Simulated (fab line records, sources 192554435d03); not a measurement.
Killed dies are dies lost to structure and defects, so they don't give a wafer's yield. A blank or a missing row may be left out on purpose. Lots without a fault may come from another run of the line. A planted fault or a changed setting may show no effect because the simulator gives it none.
Which tool did it? | flow n5_finfet | 9 lots, 24 wafers sampled, at 5 steps of a route of 1938

WHAT THE GAUGES READ, wafer by wafer
N5_BEOL_M4_OCD_MEAS_38.
lot  | measured     | on     | trench_depth_nm (nm)
L816 | day 8 01:29  | ocd-02 | 55.0 55.0
L820 | day 9 06:20  | ocd-01 | 54.7 53.8 53.6
L822 | day 9 19:37  | ocd-02 | 57.1 57.3
L823 | day 10 01:00 | ocd-01 | 57.1 55.0 56.0
L828 | day 11 00:17 | ocd-02 | 56.4 53.5
L832 | day 12 05:43 | ocd-02 | 61.1 57.4 60.6
L833 | day 12 22:34 | ocd-01 | 62.7 60.5 61.8
L836 | day 13 13:25 | ocd-02 | 54.9 56.4 57.1
L837 | day 13 13:27 | ocd-01 | 56.8 57.6 57.1

WHICH TOOL RAN EACH LOT (tool, then ch and the chambers of the sampled wafers, then the start)
lot  | N5_BEOL_M4_ETCH_77                 | N5_BEOL_M4_STRIP_36                | N5_BEOL_M4_TRENCH_ETCH_37          | N5_BEOL_M4_ETCH_41
L816 | rie_diel-04 ch 0,1, day 7 22:08    | rie_diel-05 ch 0,3, day 8 01:17    | rie_diel-05 ch 0,3, day 8 01:20    | rie_diel-05 ch 0,3, day 8 01:29 or earlier
L820 | rie_diel-06 ch 0,1,3, day 9 02:52  | rie_diel-04 ch 1,2, day 9 06:09    | rie_diel-04 ch 1,2, day 9 06:11    | rie_diel-04 ch 1,2, day 9 06:20 or earlier
L822 | rie_diel-05 ch 0,3, day 9 13:53    | rie_diel-06 ch 2,3, day 9 19:26    | rie_diel-06 ch 2,3, day 9 19:28    | rie_diel-06 ch 2,3, day 9 19:37 or earlier
L823 | rie_diel-05 ch 1,2,3, day 9 21:04  | rie_diel-05 ch 0,1,2, day 10 00:48 | rie_diel-05 ch 0,1,2, day 10 00:50 | rie_diel-05 ch 0,1,2, day 10 01:00 or earlier
L828 | rie_diel-06 ch 1,2, day 10 20:11   | rie_diel-04 ch 0,2, day 11 00:07   | rie_diel-04 ch 0,2, day 11 00:09   | rie_diel-04 ch 0,2, day 11 00:17 or earlier
L832 | rie_diel-05 ch 0,2,3, day 12 01:57 | rie_diel-04 ch 1,2,3, day 12 05:31 | rie_diel-04 ch 1,2,3, day 12 05:34 | rie_diel-04 ch 1,2,3, day 12 05:43 or earlier
L833 | rie_diel-04 ch 1,2,3, day 12 21:26 | rie_diel-04 ch 0,1,3, day 12 22:22 | rie_diel-04 ch 0,1,3, day 12 22:24 | rie_diel-04 ch 0,1,3, day 12 22:34 or earlier
L836 | rie_diel-05 ch 0,2,3, day 13 08:23 | rie_diel-05 ch 0,1,2, day 13 13:14 | rie_diel-05 ch 0,1,2, day 13 13:16 | rie_diel-05 ch 0,1,2, day 13 13:25 or earlier
L837 | rie_diel-04 ch 0,1,3, day 13 08:47 | rie_diel-06 ch 2,3, day 13 13:16   | rie_diel-06 ch 2,3, day 13 13:18   | rie_diel-06 ch 2,3, day 13 13:27 or earlier
- N5_BEOL_M4_ETCH_77: etches underlayer in N2/H2, target depth 6.5 nm, time 5.2 s.
- N5_BEOL_M4_STRIP_36: strips in N2/H2.
- N5_BEOL_M4_TRENCH_ETCH_37: etches SiOC in C4F6/O2, target depth 55.555 nm, time 29.2 s.
- N5_BEOL_M4_ETCH_41: etches SiCN in CH3F/O2, target depth 29.9 nm, time 52.5 s.

THE ANSWER, worked out from the rows above alone
Rule: what is usual is taken from the lots themselves. Put in order of their means at a reading, lots are off if they are a third of the lots or fewer, leave a main group of 4 or more, and stand apart from it by a gap of 3 or more times the standard deviation of the main group's means; of several such gaps the widest counts. A main group whose means are all the same, to the digits that the tables above print for the reading, isn't used. A lot without any number at a reading at which 4 lots or more have one is off too. The other lots that the step has rows for count as sound.
No lot is off at any reading shown: from this, nothing can be told.

WHAT THE SIMULATOR HAD PUT IN
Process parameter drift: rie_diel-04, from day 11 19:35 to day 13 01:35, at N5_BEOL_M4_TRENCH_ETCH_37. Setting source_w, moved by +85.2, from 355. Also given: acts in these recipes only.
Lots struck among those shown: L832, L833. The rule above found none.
